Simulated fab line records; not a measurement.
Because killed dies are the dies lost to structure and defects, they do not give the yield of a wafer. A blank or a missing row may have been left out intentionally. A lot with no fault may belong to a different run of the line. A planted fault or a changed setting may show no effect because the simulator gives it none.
fab line records	flow nand-harc
[record] lots = 5	wafers = 15	last-day = 26
route steps=1159 shown A_CHANNEL_HOLE_D1@465 END@1159
lots with no fault: from the same line, run without faults
start-h: hours from the record's first day to the start of the lot's first wafer shown	wait-h: hours since the lot's step before	" identical to the entry in the row above	L1.1+2: a row that stands for several wafers	- no value present, or no start provided	* or withheld: withheld	< > ~ a bound
route shown NAME@n: NAME is a module with steps in the file, n the number in the route of the first one	usual: the fault-free wafers' mean and standard deviation	same: alike in all rows	chamber/n: place in a boat	sites: each site's reading	_std_site: standard deviation of those values	_edge_site: mean of outer sites minus mean of inner sites	radius-mm: for every site, how far away it sits from the centre of the wafer	mask NAME#n: copy n	behind: the last tool/chamber to shape the wafer	hold: what put the lot on hold/how long, in hours/how the hold closed	device: transistor that didn't switch, given as n, p or np	end of line: at the end of the route, the tests of the same wafers	a step without rows: its recipe alone	killed: dies that structure and defects cost at the first sort, which is not the same as the wafer's yield	map: a wafer's dies, x killed, . not, _ none there
set.NAME: the setting the step ran with; set.NAME@STEP: the setting that earlier step ran with	model.NAME: the simulator's own value behind a step, which no gauge read
lots seen at some steps along the route; tables by step, rows by wafer
services: a tool's chamber out of use, with start hour (start-h, from the record's first day; less than 0 if before it), hours out, and reason
[[steps]]
[step NHARC_A_CHANNEL_HOLE_D1_DESCUM_15]
[recipe] time-s = 3	o2-flow-sccm = 200	ar-flow-sccm = 0	bias-power-w = 0	chemistry = O2
[step NHARC_A_CHANNEL_HOLE_D1_ETCH_38]
[recipe] target-depth-a = 390	over-etch-frac = 0.3	time-s = 65	ion-energy-ev = 80	cf4-flow-sccm = 150	ar-flow-sccm = 0	rf-w = 300	bias-w = 100	chemistry = CF4
[step NHARC_A_CHANNEL_HOLE_D1_ETCH_39]
[recipe] target-depth-a = 2600	over-etch-frac = 0.3	time-s = 325	ion-energy-ev = 200	n2-flow-sccm = 150	h2-flow-sccm = 150	ar-flow-sccm = 0	rf-w = 400	bias-w = 150	chemistry = N2/H2
[step NHARC_A_CHANNEL_HOLE_D1_ETCH_34]
[recipe] target-depth-a = 1540	time-s = 77	cf4-flow-sccm = 100	chf3-flow-sccm = 30	ar-flow-sccm = 0	rf-w = 500	bias-w = 200	chemistry = CF4/CHF3
[step NHARC_A_CHANNEL_HOLE_D1_ETCH_16]
[recipe] target-depth-a = 31000	over-etch-frac = 0.3	time-s = 806	ion-energy-ev = 150	o2-flow-sccm = 400	cos-flow-sccm = 20	ar-flow-sccm = 0	rf-w = 500	bias-w = 300	chemistry = O2/COS
[step NHARC_A_CHANNEL_HOLE_D1_ETCH_19]
[recipe] bias-v = 1200	source-w = 2500	pressure-mtorr = 15	time-s = 34.5	ar-flow-sccm = 375	c4f8-flow-sccm = 28.8	o2-flow-sccm = 96.2	temp-c = -20	target-depth-a = *	chemistry = C4F8/O2/Ar
[step NHARC_A_CHANNEL_HOLE_D1_ETCH_20]
[recipe] bias-v = 3000	source-w = withheld	pressure-mtorr = 20	time-s = 361.9	ar-flow-sccm = 375	c4f8-flow-sccm = 89.3	o2-flow-sccm = 35.7	temp-c = -20	target-depth-a = 16000	chemistry = C4F8/O2/Ar
[step NHARC_A_CHANNEL_HOLE_D1_ETCH_21]
[recipe] bias-v = 3000	source-w = withheld	pressure-mtorr = 20	time-s = 514.3	ar-flow-sccm = 375	c4f8-flow-sccm = 89.3	o2-flow-sccm = 35.7	temp-c = -20	target-depth-a = 16000	chemistry = C4F8/O2/Ar
[step NHARC_A_CHANNEL_HOLE_D1_ETCH_22]
[recipe] bias-v = 3000	source-w = withheld	pressure-mtorr = 20	time-s = 666.7	ar-flow-sccm = 375	c4f8-flow-sccm = 89.3	o2-flow-sccm = 35.7	temp-c = -20	target-depth-a = 16000	chemistry = C4F8/O2/Ar
[usual] c4f8-flow-sccm = 89.33/0.26	chamber-pressure-mTorr = 20.000/0.02	drypump-motor-current-A = 5.8/0.46	showerhead-plenum-p-Torr = 3.73/0.14	throttle-valve-pct = 32.154/0.009	time-s = 666.7/0
lot.wafer	tool	chamber	start-h	wait-h	c4f8-flow-sccm	chamber-pressure-mTorr	drypump-motor-current-A	rf-hours-counter-h	showerhead-plenum-p-Torr	throttle-valve-pct	time-s
L845.2	har-etch-01	0	233.32	0.4	89.73	19.998	5.5	208	3.77	32.157	666.7
L845.4	"	0	"	"	89.44	19.990	5.5	-	3.77	32.154	666.7
L845.6	"	1	"	"	89.40	19.993	5.6	-	3.82	32.151	666.7
L853.2	har-etch-01	0	282.42	0.4	-	-	-	-	-	-	-
L853.1	"	1	"	"	-	-	-	-	-	-	-
L853.6	"	1	"	"	-	-	-	-	-	-	-
L856.2	har-etch-02	1	288.36	0.4	-	-	-	-	-	-	-
L856.3	"	0	"	"	-	-	-	-	-	-	-
L856.5	"	0	"	"	-	-	-	-	-	-	-
L854.1	har-etch-01	1	297.89	0.4	-	-	-	-	-	-	-
L854.4	"	1	"	"	-	-	-	-	-	-	-
L854.6	"	1	"	"	-	-	-	-	-	-	-
L855.2	har-etch-02	0	297.95	0.4	89.02	20.010	5.6	150	3.50	32.156	666.7
L855.1	"	1	"	"	89.48	19.975	6.6	150	3.85	32.150	666.7
L855.3	"	0	"	"	88.87	19.967	5.7	-	3.50	32.175	666.7
[step NHARC_A_CHANNEL_HOLE_D1_ETCH_23]
[recipe] bias-v = 5000	source-w = withheld	pressure-mtorr = 20	time-s = 819	ar-flow-sccm = 375	c4f8-flow-sccm = 89.3	o2-flow-sccm = 35.7	temp-c = -20	target-depth-a = 16000	chemistry = C4F8/O2/Ar
[step NHARC_A_CHANNEL_HOLE_D1_ETCH_24]
[recipe] bias-v = 5000	source-w = withheld	pressure-mtorr = 20	time-s = 906.2	ar-flow-sccm = 375	c4f8-flow-sccm = 93.8	o2-flow-sccm = 31.2	temp-c = -20	target-depth-a = 15000	chemistry = C4F8/O2/Ar
[step NHARC_A_CHANNEL_HOLE_D1_ETCH_25]
[recipe] bias-v = 5000	source-w = withheld	pressure-mtorr = 20	time-s = 1040.2	ar-flow-sccm = 375	c4f8-flow-sccm = 93.8	o2-flow-sccm = 31.2	temp-c = -20	target-depth-a = 15000	chemistry = C4F8/O2/Ar
[step NHARC_A_CHANNEL_HOLE_D1_ETCH_26]
[recipe] bias-v = 300	source-w = 2000	pressure-mtorr = 30	time-s = 224.1	ar-flow-sccm = 375	c4f8-flow-sccm = 11.4	o2-flow-sccm = 113.6	temp-c = -20	target-depth-a = 3000	chemistry = C4F8/O2/Ar
[step NHARC_A_CHANNEL_HOLE_D1_ETCH_33]
[recipe] bias-v = 400	source-w = 2000	pressure-mtorr = 25	time-s = 90	ar-flow-sccm = 375	c4f8-flow-sccm = 41.7	o2-flow-sccm = 83.3	temp-c = -20	target-depth-a = 4000	chemistry = C4F8/O2/Ar
[step NHARC_A_CHANNEL_HOLE_D1_STRIP_41]
[recipe] n2-flow-sccm = 150	h2-flow-sccm = 150	ar-flow-sccm = 0	bias-w = 0	chemistry = N2/H2
[step NHARC_A_CHANNEL_HOLE_D1_STRIP_42]
[recipe] cf4-flow-sccm = 100	chf3-flow-sccm = 30	ar-flow-sccm = 0	bias-w = 0	chemistry = CF4/CHF3
[step NHARC_A_CHANNEL_HOLE_D1_STRIP_43]
[recipe] o2-flow-sccm = 400	cos-flow-sccm = 20	ar-flow-sccm = 0	bias-w = 0	chemistry = O2/COS
[step NHARC_A_CHANNEL_HOLE_D1_ETCH_44]
[recipe] target-depth-a = 1400	overetch-a = 140	time-s = 77	ion-energy-ev = 100	cf4-flow-sccm = 80	o2-flow-sccm = 20	ar-flow-sccm = 0	rf-w = 300	bias-w = 100	chemistry = CF4/O2
[usual] bias-w = 100.1/0.34	cf4-flow-sccm = 80.02/0.25	drypump-motor-current-A = 5.9/0.49	oes_f_703_au = 1.000/0.0045	oes-product-au = 0.998/0.012	rf-vpp-V = 198.2/1.5	showerhead-plenum-p-Torr = 1.35/0.061	throttle-valve-pct = 13.397/0.0093
[same] time-s = 77
lot.wafer	tool	chamber	start-h	wait-h	bias-w	cf4-flow-sccm	drypump-motor-current-A	oes_f_703_au	oes-product-au	rf-hours-counter-h	rf-vpp-V	showerhead-plenum-p-Torr	throttle-valve-pct	model.A_CHANNEL_HOLE_D1.cd-nm
L845.2	rie-diel-05	1	237.11	0.1	100.5	80.15	6.3	0.998	1.018	2	200.0	1.41	13.396	89.59
L845.4	"	2	"	"	99.7	80.23	6.3	1.003	1.012	2	198.8	1.38	13.407	89.49
L845.6	"	1	"	"	100.4	80.08	6.3	1.006	1.002	-	201.0	1.41	13.396	89.61
L853.1	rie-diel-06	2	286.30	0.1	100.0	79.88	5.6	1.001	0.990	1	198.3	1.34	13.398	2.82
L853.2	"	3	"	"	99.8	80.03	6.0	0.997	0.987	1	197.3	1.25	13.423	96.63
L853.6	"	2	"	"	100.4	79.83	5.6	0.995	0.986	-	195.6	1.34	13.408	94.39
L856.2	rie-diel-09	1	292.21	0.1	100.5	80.19	6.6	1.002	1.005	2	199.0	1.38	13.405	2.635
L856.3	"	3	"	"	100.7	79.63	5.5	1.004	0.994	2	199.1	1.41	13.404	99.71
L856.5	"	0	"	"	100.4	79.70	5.3	0.997	0.988	-	200.0	1.39	13.401	95.99
L854.1	rie-diel-06	1	301.68	0.1	100.1	79.99	5.9	1.002	0.998	2	196.6	1.25	13.394	97.6
L854.4	"	2	"	"	100.3	80.21	5.6	0.995	0.978	2	198.2	1.34	13.405	102.6
L854.6	"	0	"	"	99.9	80.32	6.4	1.004	0.998	-	199.5	1.36	13.409	98.13
L855.2	rie-diel-05	3	301.86	0.1	99.7	79.90	5.0	1.003	1.017	7	199.6	1.39	13.377	89.54
L855.1	"	0	"	"	100.0	80.26	5.5	0.999	1.019	7	194.8	1.26	13.393	88.26
L855.3	"	2	"	"	100.3	80.10	6.3	1.003	1.015	8	198.5	1.38	13.400	89.72
[step NHARC_A_CHANNEL_HOLE_D1_STRIP_27]
[recipe] o2-flow-sccm = 500	ar-flow-sccm = 0	bias-w = 0	chemistry = O2
[step NHARC_A_CHANNEL_HOLE_D1_PRECLEAN_28]
[recipe] time-s = *	temp-c = 50	bath-age-min = 0	chemistry = SC1
[step NHARC_A_CHANNEL_HOLE_D1_SRD_29]
[step NHARC_A_CHANNEL_HOLE_D1_CD_MEAS_30]
[usual] cd-nm = 90.5/1.5
lot.wafer	tool	chamber	start-h	wait-h	cd-nm
L845.2	cd-sem-02	-	237.97	0.1	89.5
L845.4	"	-	"	"	89.6
L845.6	"	-	"	"	89.6
L853.1	cd-sem-02	-	287.08	-	2.1
L853.2	"	-	"	"	1.6
L853.6	"	-	"	"	0.9
L856.2	cd-sem-03	-	293.02	-	3.0
L856.3	"	-	"	"	0.0
L856.5	"	-	"	"	2.1
L854.1	cd-sem-01	-	302.47	-	-0.9
L854.4	"	-	"	"	2.3
L854.6	"	-	"	"	1.2
L855.1	cd-sem-02	-	302.78	-	88.1
L855.2	"	-	"	"	89.3
L855.3	"	-	"	"	89.7
[step NHARC_A_CHANNEL_HOLE_D1_XSEM_31]
[recipe] landing-energy-ev = 35000
[usual] bot-cd-nm = 75.0/1.5	bow-nm = 8.69/0.25	tilt-deg = 0.09/0.05
lot.wafer	tool	chamber	start-h	wait-h	bot-cd-nm	bow-nm	tilt-deg
L845.2	xsem-02	0	238.06	0.1	74.6	8.40	0.10
L845.4	"	0	"	"	75.6	8.35	0.10
L845.6	"	0	"	"	74.7	8.38	0.11
L853.1	xsem-01	0	287.17	0.1	2.5	0.86	0.09
L853.2	"	0	"	"	1.8	0.86	0.09
L853.6	"	0	"	"	1.0	0.86	0.09
L856.2	xsem-02	0	293.12	0.1	1.8	0.15	0.02
L856.3	"	0	"	"	0.0	0.16	0.02
L856.5	"	0	"	"	0.7	0.15	0.02
L854.1	xsem-01	0	302.56	0.1	0.1	0.29	0.15
L854.4	"	0	"	"	2.3	0.29	0.15
L854.6	"	0	"	"	1.4	0.29	0.15
L855.1	xsem-01	0	302.88	0.1	73.2	8.61	0.00
L855.2	"	0	"	"	74.1	8.67	0.00
L855.3	"	0	"	"	73.8	8.64	0.00
[step NHARC_END_SORT_01]
[recipe] temp-c = 25
[usual] killed-at-array = 27/12	killed-at-other = 0.9/1.1	killed-at-periphery = 3.2/2.4	killed-dies = 31/12	killed-open = 3.3/1.7	killed-short = 2.0/1.6
[same] gross-dies = 677
lot.wafer	tool	chamber	start-h	wait-h	killed-at-array	killed-at-other	killed-at-periphery	killed-dies	killed-open	killed-short
L853.1	prober-01	0	594.73	2.5	673	0	4	677	3	3
L853.2	prober-01	0	595.51	2.8	672	0	5	677	3	6
L853.6	prober-01	0	598.65	3.9	673	0	4	677	5	1
L856.2	prober-01	0	603.29	2.8	675	0	2	677	8	4
L856.3	prober-01	0	604.10	3.1	676	0	1	677	4	1
L856.5	prober-01	0	605.71	3.7	674	1	2	677	8	7
L854.1	prober-01	0	610.32	2.5	673	1	3	677	5	2
L854.4	prober-01	0	612.72	3.4	675	0	2	677	4	0
L854.6	prober-01	0	614.33	4.0	672	2	3	677	5	3
// killed by level:class
L853.1 A_CHANNEL_HOLE_D1:area-etch=622 A_CHANNEL_HOLE_D1:chamber-film-flake=21 A_SLIT:chamber-film-flake=14 A_STAIRCASE:chamber-film-flake=6 A_CONTACT:chamber-film-flake=4 A_CONTACT:geometric-particle:open=2 P_BONDPAD:chamber-film-flake=2 A_ONON_D1:geometric-particle:short=1
L853.2 A_CHANNEL_HOLE_D1:area-etch=612 A_CHANNEL_HOLE_D1:chamber-film-flake=24 A_SLIT:chamber-film-flake=17 A_STAIRCASE:chamber-film-flake=6 A_CONTACT:chamber-film-flake=6 A_WL_FILL:geometric-particle:short=3 P_BONDPAD:chamber-film-flake=2 P_CONTACT:geometric-particle:open=1
L853.6 A_CHANNEL_HOLE_D1:area-etch=627 A_CHANNEL_HOLE_D1:chamber-film-flake=20 A_SLIT:chamber-film-flake=13 A_STAIRCASE:chamber-film-flake=4 P_BONDPAD:chamber-film-flake=3 A_CONTACT:geometric-particle:open=2 A_ZERO_WELL:chamber-film-flake=2 P_CONTACT:geometric-particle:open=1
L856.2 A_CHANNEL_HOLE_D1:area-etch=653 A_CHANNEL_HOLE_D1:chamber-film-flake=6 A_CHANNEL_HOLE_D1:geometric-particle:open=3 A_CHANNEL_HOLE_D1:geometric-particle:short=3 A_STAIRCASE:chamber-film-flake=3 A_WL_FILL:chamber-film-flake=2 P_GATE:geometric-particle:open=1 P_CONTACT:geometric-particle:open=1
L856.3 A_CHANNEL_HOLE_D1:area-etch=659 A_CHANNEL_HOLE_D1:chamber-film-flake=6 A_STAIRCASE:chamber-film-flake=2 A_WL_FILL:chamber-film-flake=2 A_SOURCE_PLATE:geometric-particle:open=1 A_ONON_D1:geometric-particle:open=1 A_ONON_D1:geometric-particle:short=1 A_CHANNEL_HOLE_D1:geometric-particle:open=1
L856.5 A_CHANNEL_HOLE_D1:area-etch=648 A_STAIRCASE:chamber-film-flake=6 A_CHANNEL_HOLE_D1:chamber-film-flake=5 A_CHANNEL_HOLE_D1:geometric-particle:short=4 A_CHANNEL_HOLE_D1:geometric-particle:open=4 A_CHANNEL_FILL_D1:geometric-particle:open=2 P_M0:geometric-particle:open=1 A_CHANNEL_FILL_D1:geometric-particle:short=1
L854.1 A_CHANNEL_HOLE_D1:area-etch=622 A_SLIT:chamber-film-flake=22 A_CHANNEL_HOLE_D1:chamber-film-flake=19 A_CONTACT:chamber-film-flake=3 A_CONTACT:geometric-particle:open=2 P_STI:geometric-particle:short=1 P_M0:geometric-particle:open=1 A_SOURCE_PLATE:geometric-particle:open=1
L854.4 A_CHANNEL_HOLE_D1:area-etch=626 A_SLIT:chamber-film-flake=24 A_CHANNEL_HOLE_D1:chamber-film-flake=15 A_STAIRCASE:chamber-film-flake=5 P_CONTACT:geometric-particle:open=1 A_SGD_CUT:geometric-particle:open=1 A_CONTACT:geometric-particle:open=1 A_M0:geometric-particle:open=1
L854.6 A_CHANNEL_HOLE_D1:area-etch=614 A_CHANNEL_HOLE_D1:chamber-film-flake=26 A_SLIT:chamber-film-flake=19 A_CONTACT:chamber-film-flake=5 P_ZERO_WELL:chamber-film-flake=2 A_CHANNEL_FILL_D1:chamber-film-flake=2 P_CONTACT:geometric-particle:open=1 A_SOURCE_PLATE:geometric-particle:short=1
// map L853.1 (x killed, . not)
____________x____________
_________xxxxxxx_________
_______xxxxxxxxxxx_______
______xxxxxxxxxxxxx______
_____xxxxxxxxxxxxxxx_____
____xxxxxxxxxxxxxxxxx____
____xxxxxxxxxxxxxxxxx____
___xxxxxxxxxxxxxxxxxxx___
___xxxxxxxxxxxxxxxxxxx___
__xxxxxxxxxxxxxxxxxxxxx__
__xxxxxxxxxxxxxxxxxxxxx__
_xxxxxxxxxxxxxxxxxxxxxxx_
_xxxxxxxxxxxxxxxxxxxxxxx_
_xxxxxxxxxxxxxxxxxxxxxxx_
_xxxxxxxxxxxxxxxxxxxxxxx_
_xxxxxxxxxxxxxxxxxxxxxxx_
xxxxxxxxxxxxxxxxxxxxxxxxx
xxxxxxxxxxxxxxxxxxxxxxxxx
xxxxxxxxxxxxxxxxxxxxxxxxx
xxxxxxxxxxxxxxxxxxxxxxxxx
xxxxxxxxxxxxxxxxxxxxxxxxx
_xxxxxxxxxxxxxxxxxxxxxxx_
_xxxxxxxxxxxxxxxxxxxxxxx_
_xxxxxxxxxxxxxxxxxxxxxxx_
_xxxxxxxxxxxxxxxxxxxxxxx_
_xxxxxxxxxxxxxxxxxxxxxxx_
__xxxxxxxxxxxxxxxxxxxxx__
__xxxxxxxxxxxxxxxxxxxxx__
___xxxxxxxxxxxxxxxxxxx___
___xxxxxxxxxxxxxxxxxxx___
____xxxxxxxxxxxxxxxxx____
____xxxxxxxxxxxxxxxxx____
_____xxxxxxxxxxxxxxx_____
______xxxxxxxxxxxxx______
_______xxxxxxxxxxx_______
_________xxxxxxx_________
____________x____________
// map L854.1 (x killed, . not)
____________x____________
_________xxxxxxx_________
_______xxxxxxxxxxx_______
______xxxxxxxxxxxxx______
_____xxxxxxxxxxxxxxx_____
____xxxxxxxxxxxxxxxxx____
____xxxxxxxxxxxxxxxxx____
___xxxxxxxxxxxxxxxxxxx___
___xxxxxxxxxxxxxxxxxxx___
__xxxxxxxxxxxxxxxxxxxxx__
__xxxxxxxxxxxxxxxxxxxxx__
_xxxxxxxxxxxxxxxxxxxxxxx_
_xxxxxxxxxxxxxxxxxxxxxxx_
_xxxxxxxxxxxxxxxxxxxxxxx_
_xxxxxxxxxxxxxxxxxxxxxxx_
_xxxxxxxxxxxxxxxxxxxxxxx_
xxxxxxxxxxxxxxxxxxxxxxxxx
xxxxxxxxxxxxxxxxxxxxxxxxx
xxxxxxxxxxxxxxxxxxxxxxxxx
xxxxxxxxxxxxxxxxxxxxxxxxx
xxxxxxxxxxxxxxxxxxxxxxxxx
_xxxxxxxxxxxxxxxxxxxxxxx_
_xxxxxxxxxxxxxxxxxxxxxxx_
_xxxxxxxxxxxxxxxxxxxxxxx_
_xxxxxxxxxxxxxxxxxxxxxxx_
_xxxxxxxxxxxxxxxxxxxxxxx_
__xxxxxxxxxxxxxxxxxxxxx__
__xxxxxxxxxxxxxxxxxxxxx__
___xxxxxxxxxxxxxxxxxxx___
___xxxxxxxxxxxxxxxxxxx___
____xxxxxxxxxxxxxxxxx____
____xxxxxxxxxxxxxxxxx____
_____xxxxxxxxxxxxxxx_____
______xxxxxxxxxxxxx______
_______xxxxxxxxxxx_______
_________xxxxxxx_________
____________x____________
[[services]]
tool	chamber	start-h	hours	kind
rie-diel-06	0	220.35	-	clean
rie-diel-06	1	220.35	-	clean
rie-diel-06	2	220.35	-	clean
rie-diel-06	3	220.35	-	clean
rie-diel-05	0	221.60	-	clean
rie-diel-05	1	221.60	-	clean
rie-diel-05	2	221.60	-	clean
rie-diel-05	3	221.60	-	clean
har-etch-01	-	226.55	1.2	repair
rie-diel-06	-	239.30	0.7	repair
rie-diel-06	-	241.20	9.0	pm
rie-diel-06	0	241.20	9.0	vent-cycle
rie-diel-06	1	241.20	9.0	vent-cycle
rie-diel-06	2	241.20	9.0	vent-cycle
rie-diel-06	3	241.20	9.0	vent-cycle
rie-diel-05	0	246.01	4.7	repair
rie-diel-05	1	246.10	-	clean
rie-diel-05	2	246.10	-	clean
rie-diel-05	3	246.10	-	clean
rie-diel-06	0	250.20	-	clean
rie-diel-09	-	254.10	9.0	pm
rie-diel-05	1	262.10	17.3	repair
rie-diel-05	1	298.42	10.8	repair
xsem-02	-	302.00	14.0	pm
[[key]]
[first-sign] step = NHARC_A_CHANNEL_HOLE_D1_ETCH_22	reading = tool-record	direction = missing
[effect] step = NHARC_A_CHANNEL_HOLE_D1_CD_MEAS_30	reading = cd-nm	direction = down	sigmas = 60	usual = 90.5	struck = 1.4
[effect] step = NHARC_A_CHANNEL_HOLE_D1_XSEM_31	reading = bot-cd-nm	direction = down	sigmas = 49	usual = 75.0	struck = 1.3
[effect] step = NHARC_END_SORT_01	reading = killed-at-array	direction = up	sigmas = 56	usual = 27	struck = 674
[model-effect] step = NHARC_A_CHANNEL_HOLE_D1_ETCH_44	value = A_CHANNEL_HOLE_D1.cd-nm	without = 90.43	struck = 76.72
[more-kills-born-at] NHARC_A_CHANNEL_HOLE_D1_ETCH_22@har-etch-01 = 3723	NHARC_A_CHANNEL_HOLE_D1_ETCH_22@har-etch-02 = 1960
met-at NHARC_A_CHANNEL_HOLE_D1_ETCH_22
struck-wafers L853.1,L853.2,L853.6,L854.1,L854.4,L854.6,L856.2,L856.3,L856.5
later-rows-left-out L853.1,L853.2,L853.6,L854.1,L854.4,L854.6,L856.2,L856.3,L856.5
tester-left-out L853,L854,L856
onset-between 233.32 282.42
[fault] kind = skipped-step-whole	tool = har-etch-01,har-etch-02	chamber = -	onset-h = 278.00	steps = NHARC_A_CHANNEL_HOLE_D1_ETCH_22	scope = struck-lots-only
// tester-left-out: of these lots the tester's yield and bins aren't shown, on N5 and GAA mostly nor the transistor test; their killed dies are dies lost to structure and defects alone, not to doping, threshold or leakage, so they don't give the yield
// later-rows-left-out: the simulator's readings of these wafers behind a module that went badly wrong aren't trusted and aren't shown, but for the sort
